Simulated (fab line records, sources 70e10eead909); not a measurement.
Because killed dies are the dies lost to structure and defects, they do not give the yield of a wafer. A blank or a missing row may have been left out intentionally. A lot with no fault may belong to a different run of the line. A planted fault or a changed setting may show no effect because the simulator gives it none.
Which tool was responsible? ; flow nandHarc ; 12 lots, 36 wafers sampled, at 5 steps of a route of 1302

WHAT EACH GAUGE READ, for each wafer
NHARC_A_DECK1_JOINT_THK_MEAS_14: measures by ellipsometry. Usual: thkNm reads 51.0 nm (standard deviation 1.4).
lot;measured;on;thkNm (nm);flag
L827;day 11 06:03;filmMetro-01;51.7 50.1 48.4;
L829;day 11 20:15;filmMetro-02;50.2 52.1 49.9;
L831;day 12 15:31;filmMetro-02;50.4 48.1 49.8;
L834;day 14 18:22;filmMetro-02;53.8 51.1 51.8;
L841;day 17 14:48;filmMetro-02;50.8 51.9 49.6;
L843;day 18 00:43;filmMetro-02;50.6 49.9 49.8;
L844;day 18 16:52;filmMetro-02;53.9 50.3 50.4;
L845;day 18 19:40;filmMetro-02;48.1 52.7 51.3;
L846;day 19 18:46;filmMetro-02;51.3 50.8 49.3;
L848;day 20 12:24;filmMetro-02;51.4 51.2 51.9;
L850;day 21 01:30;filmMetro-02;53.4 52.0 51.7;
L849;day 21 01:30;filmMetro-01;50.9 51.4 51.0;

NHARC_A_DECK1_JOINT_THK_MEAS_17: measures by ellipsometry. Usual: thkNm reads 44.9 nm (standard deviation 1.1).
lot;measured;on;thkNm (nm);flag
L827;day 12 05:56;filmMetro-01;46.7 44.5 45.3;
L829;day 12 19:50;filmMetro-01;44.6 46.1 45.5;
L831;day 13 16:59;filmMetro-02;44.0 46.2 46.7;
L834;day 16 00:39;filmMetro-01;43.7 47.0 43.4;
L841;day 18 22:53;filmMetro-01;45.0 46.1 46.3;
L843;day 18 23:45;filmMetro-01;46.2 44.6 43.9;
L844;day 19 13:31;filmMetro-02;42.8 45.8 44.5;
L845;day 19 13:26;filmMetro-01;44.4 45.0 45.4;
L846;day 20 18:03;filmMetro-02;44.6 43.4 43.8;
L848;day 21 09:04;filmMetro-01;43.4 41.9 44.7;
L850;day 21 22:44;filmMetro-02;44.5 45.6 45.1;
L849;day 21 22:44;filmMetro-01;46.0 43.4 45.2;

NHARC_A_ONON_D2_THK_MEAS_34: measures by ellipsometry. Usual: thkNm reads 200 nm (standard deviation 3.3).
lot;measured;on;thkNm (nm);flag
L827;day 12 21:21;filmMetro-02;197 200 195;
L829;day 13 09:12;filmMetro-02;198 200 201;
L831;day 14 06:20;filmMetro-01;198 312 197;OFF
L834;day 16 14:21;filmMetro-01;200 202 199;
L841;day 19 12:52;filmMetro-01;196 206 208;
L843;day 19 13:05;filmMetro-02;197 201 196;
L844;day 20 02:47;filmMetro-01;199 198 200;
L845;day 20 02:46;filmMetro-02;199 195 200;
L846;day 21 07:23;filmMetro-01;201 203 204;
L848;day 21 23:21;filmMetro-02;203 197 203;
L850;day 22 12:24;filmMetro-01;198 201 203;
L849;day 22 12:25;filmMetro-02;195 201 199;

EACH LOT AND THE TOOL THAT RAN IT (in order: tool; ch and the chambers of the sampled wafers; start)
lot;NHARC_A_CHANNEL_FILL_D1_ETCHBACK_20;NHARC_A_ONON_D2_DEP_33
L827;rieDiel-05 ch 0,1,2, day 9 18:58;pecvd-01 ch 0,1, day 12 20:59
L829;rieDiel-05 ch 1,3, day 10 10:15;pecvd-04 ch 0,1,2, day 13 08:53
L831;rieDiel-09 ch 0,1,3, day 11 01:17;pecvd-04 ch 0,1,2, day 14 05:58
L834;rieDiel-09 ch 1,3, day 13 03:49;pecvd-01 ch 0,1,2, day 16 13:59
L841;rieDiel-09 ch 0,2, day 15 23:41;pecvd-01 ch 0,1,2, day 19 12:30
L843;rieDiel-01 ch 0,2,3, day 16 11:01;pecvd-04 ch 0,1,2, day 19 12:38
L844;rieDiel-09 ch 0,1, day 17 04:47;pecvd-03 ch 0,1, day 20 02:25
L845;rieDiel-05 ch 0,2,3, day 17 04:47;pecvd-01 ch 0,1, day 20 02:21
L846;rieDiel-05 ch 0,1, day 18 07:49;pecvd-03 ch 0,1,2, day 21 07:07
L848;rieDiel-05 ch 0,3, day 18 20:47;pecvd-04 ch 0,1, day 21 22:56
L850;rieDiel-05 ch 0,1,3, day 19 12:17;pecvd-01 ch 1,2, day 22 11:59
L849;rieDiel-01 ch 0,2, day 19 12:18;pecvd-04 ch 0,1, day 22 12:02
- NHARC_A_CHANNEL_FILL_D1_ETCHBACK_20: etches the open film in C4F8/O2/Ar, target depth 27 nm, time 13.5 s.
- NHARC_A_ONON_D2_DEP_33: deposits SiO2, target thk 200 nm.

AS READ BY THE TOOLS THEMSELVES (means over the sampled wafers that have a number; for cases with no such wafer, the mark the record gives instead)
NHARC_A_CHANNEL_FILL_D1_ETCHBACK_20. Usual: biasW 1500 W, standard deviation 4.3; oesProductAu 0.96 a.u., standard deviation 0.034; rfVppV 979 V, standard deviation 6.6.
lot;tool;biasW (W);oesProductAu (a.u.);rfVppV (V);flag
L827;rieDiel-05;1502;0.94;977;
L829;rieDiel-05;1502;0.92;977;
L831;rieDiel-09;1500;0.92;986;
L834;rieDiel-09;1498;0.99;985;
L841;rieDiel-09;1502;1.00;988;
L843;rieDiel-01;1497;0.92;977;
L844;rieDiel-09;1504;0.92;985;
L845;rieDiel-05;1502;0.95;980;
L846;rieDiel-05;1503;0.98;975;
L848;rieDiel-05;1496;1.01;978;
L850;rieDiel-05;1499;0.96;976;
L849;rieDiel-01;1497;0.97;971;

NHARC_A_ONON_D2_DEP_33. Usual: heaterPowerW 561 W, standard deviation 86; susceptorTempC 399.99 C, standard deviation 0.25; throttleValvePct 15.8 %, standard deviation 0.39.
lot;tool;heaterPowerW (W);susceptorTempC (C);throttleValvePct (%);flag
L827;pecvd-01;503;399.88;15.8;
L829;pecvd-04;616;399.91;15.9;
L831;pecvd-04;551;400.03;16.2;
L834;pecvd-01;479;400.11;15.6;
L841;pecvd-01;553;399.93;15.7;
L843;pecvd-04;612;399.93;16.0;
L844;pecvd-03;517;400.08;15.6;
L845;pecvd-01;585;399.84;15.7;
L846;pecvd-03;476;399.81;15.6;
L848;pecvd-04;608;400.03;16.2;
L850;pecvd-01;487;400.01;15.7;
L849;pecvd-04;637;400.09;16.2;

THE ANSWER, worked out from the rows above alone
Rule: a lot is off if the mean of its wafers that have a number lies more than 3 standard deviations from the usual mean. A lot without any number at a reading at which 4 lots or more have one is off too. The other lots that the step has rows for count as sound. The gauges are gone through in route order, then the tools' own readings, and for those a lot's mean is taken as printed above. At the first step where some lot is off, the reading lying furthest off is the one used; lots without a number count as furthest.
Off: L831 (NHARC_A_ONON_D2_THK_MEAS_34, thkNm).
If a tool, at a process step before that reading, ran all the lots that are off and no sound lot after the first of them, it fits. Those tools and the gauges at NHARC_A_ONON_D2_THK_MEAS_34 are tried in the same way. Of those tried, none fits.

WHAT THE SIMULATOR PUT IN
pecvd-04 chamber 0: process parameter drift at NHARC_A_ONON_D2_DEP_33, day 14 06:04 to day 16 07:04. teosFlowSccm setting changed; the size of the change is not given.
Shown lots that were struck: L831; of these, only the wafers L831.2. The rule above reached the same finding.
